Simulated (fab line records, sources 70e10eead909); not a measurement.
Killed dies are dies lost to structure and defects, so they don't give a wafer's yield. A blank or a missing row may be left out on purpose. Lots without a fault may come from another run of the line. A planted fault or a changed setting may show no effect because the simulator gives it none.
A struck lot beside a sound one | flow nand_harc | 13 steps out of a route of 1302
Sound: wafers L211.1, L211.3, L211.5. Struck: wafer L200.6. The cause comes at the end.
At each step with rows: each side's tool, then ch and its chambers, then its first start. Under that, the readings that differ: sound wafers | struck wafers | difference of the means | sigmas: that difference in standard deviations of wafers without a fault.
alike: readings whose means differ by less than 2 such deviations, and words and numbers that are the same on both sides. not compared: withheld readings, readings that some wafer has no value for, bounds like >300 that may hide the same value, and numbers for which the record gives no deviation and whose values overlap.
The two part at a step that has a row with sigmas, a row that says differs or no value, or rows on one side only. Numbers that don't overlap but have no deviation are shown without sigmas and don't part them. A reading that every wafer of one side lacks parts them only if that side has two wafers or more.

first, 2 steps without rows for these wafers: NHARC_A_ONON_D1_ANNEAL_15 (time 3600 s); NHARC_A_ONON_D1_DEP_16 (target thk 1000 nm).
NHARC_A_ONON_D1_THK_MEAS_18: measures by ellipsometry.
  sound on film_metro-01, day 17 03:43; struck on film_metro-01, day 12 13:50
  alike: thk_nm
then, 1 step without rows for these wafers: NHARC_A_ONON_D1_DEP_19 (target thk 1000 nm).
NHARC_A_ONON_D1_THK_MEAS_21: measures by ellipsometry.
  sound on film_metro-02, day 17 04:17; struck on film_metro-02, day 12 14:25
  reading     | sound       | struck | difference | sigmas
  thk_nm (nm) | 973 973 972 | 997    | +24        | +3
then, 1 step without rows for these wafers: NHARC_A_ONON_D1_DEP_22 (target thk 1000 nm).
NHARC_A_ONON_D1_THK_MEAS_24: measures by ellipsometry.
  sound on film_metro-01, day 17 04:52; struck on film_metro-01, day 12 14:59
  alike: thk_nm
then, 1 step without rows for these wafers: NHARC_A_ONON_D1_DEP_25 (target thk 1000 nm).
NHARC_A_ONON_D1_THK_MEAS_27: measures by ellipsometry.
  sound on film_metro-02, day 17 05:26; struck on film_metro-02, day 12 15:32
  alike: thk_nm
then, 1 step without rows for these wafers: NHARC_A_ONON_D1_DEP_28 (target thk 1000 nm).
NHARC_A_ONON_D1_THK_MEAS_30: measures by ellipsometry.
  sound on film_metro-01, day 17 06:00; struck on film_metro-02, day 12 16:07
  alike: thk_nm
NHARC_A_ONON_D1_DEP_33: deposits SiO2, target thk 200 nm.
  sound on pecvd-04 ch 0,2, day 17 06:03; struck on pecvd-01 ch 1, day 12 16:20
  reading                | sound          | struck | difference | sigmas
  throttle_valve_pct (%) | 16.5 16.2 16.0 | 15.1   | -1.1       | -2
  alike: chamber_pressure_Torr, heater_power_w
NHARC_A_ONON_D1_THK_MEAS_34: measures by ellipsometry.
  sound on film_metro-01, day 17 06:28; struck on film_metro-02, day 12 16:45
  reading     | sound             | struck | difference | sigmas
  thk_nm (nm) | 197.0 196.5 202.1 | 93.0   | -105.5     | -39
  not compared: hold

WHERE THEY PART
First at NHARC_A_ONON_D1_THK_MEAS_21; last, within this record, at NHARC_A_ONON_D1_THK_MEAS_34.

WHY: what the simulator had put in
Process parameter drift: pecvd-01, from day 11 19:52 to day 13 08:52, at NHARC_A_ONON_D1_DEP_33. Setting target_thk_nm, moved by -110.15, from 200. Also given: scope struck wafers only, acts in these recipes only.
